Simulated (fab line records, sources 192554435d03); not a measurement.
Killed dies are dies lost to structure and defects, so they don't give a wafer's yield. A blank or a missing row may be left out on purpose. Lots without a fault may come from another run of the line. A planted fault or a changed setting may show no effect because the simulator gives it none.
Chamber matching | flow n5_finfet | N5_PMOS_HMC_CHANNEL_EPI_ETCH_38 on rie_si-05: 4 sister chambers
The step etches SiO2 in CF4, target depth 1.5 nm. 16 wafers are shown with their chamber, then 8 later ones without.

WAFERS WITH THEIR CHAMBER
wafer  | chamber | drypump_motor_current_A (A) | throttle_valve_pct (%) | oes_product_au (a.u.)
L078.1 | 1       | 6.2                         | 21.87                  | 0.989
L078.2 | 0       | 5.6                         | 22.01                  | 0.999
L078.4 | 2       | 6.0                         | 21.81                  | 0.998
L082.4 | 2       | 6.0                         | 21.79                  | 1.000
L082.5 | 0       | 5.6                         | 22.01                  | 1.002
L082.6 | 3       | 5.7                         | 22.02                  | 1.017
L085.1 | 0       | 5.6                         | 22.01                  | 0.998
L085.4 | 2       | 6.1                         | 21.81                  | 0.983
L085.5 | 1       | 6.2                         | 21.88                  | 0.995
L091.2 | 1       | 6.2                         | 21.88                  | 0.998
L091.3 | 0       | 5.6                         | 22.01                  | 1.007
L091.4 | 1       | 6.2                         | 21.87                  | 0.998
L092.2 | 3       | 5.7                         | 22.00                  | 1.029
L092.5 | 1       | 6.2                         | 21.87                  | 1.006
L092.6 | 3       | 5.7                         | 22.01                  | 1.028
L095.1 | 1       | 6.2                         | 21.89                  | 1.005

SIGNATURES (means of the wafers above)
reading                 | chamber 0 | chamber 1 | chamber 2 | chamber 3 | scatter within a chamber
drypump_motor_current_A | 5.600     | 6.200     | 6.033     | 5.700     | 0.0236
throttle_valve_pct      | 22.0100   | 21.8767   | 21.8033   | 22.0100   | 0.00816
oes_product_au          | 1.00150   | 0.99850   | 0.99367   | 1.02467   | 0.00653
Rule: a wafer's distance from a chamber is the root of the sum, over the readings, of the square of ((its reading less the chamber's mean) divided by the reading's scatter). The wafer belongs to the nearest chamber; if the next one is less than 2 further off, it can't be placed. The scatter: the root of (the sum of the squares of (reading less its chamber's mean) over the shown wafers, divided by (wafers less chambers)).

WAFERS WITHOUT THEIR CHAMBER
wafer  | drypump_motor_current_A (A) | throttle_valve_pct (%) | oes_product_au (a.u.)
L095.4 | 6.1                         | 21.62                  | 0.982
L095.6 | 5.7                         | 22.01                  | 1.029
L096.3 | 5.7                         | 22.00                  | 1.019
L096.4 | 5.6                         | 22.01                  | 1.000
L096.5 | 5.7                         | 22.00                  | 1.024
L097.3 | 6.2                         | 21.89                  | 0.994
L097.4 | 6.0                         | 21.61                  | 0.985
L097.6 | 6.2                         | 21.89                  | 1.008

WHICH CHAMBER EACH WENT THROUGH
wafer  | from the rows above | in truth
L095.4 | 2                   | 2
L095.6 | 3                   | 3
L096.3 | 3                   | 3
L096.4 | 0                   | 0
L096.5 | 3                   | 3
L097.3 | 1                   | 1
L097.4 | 2                   | 2
L097.6 | 1                   | 1
Placed correctly: 8 of 8. Can't be placed from these rows: 0. Placed wrongly: 0.
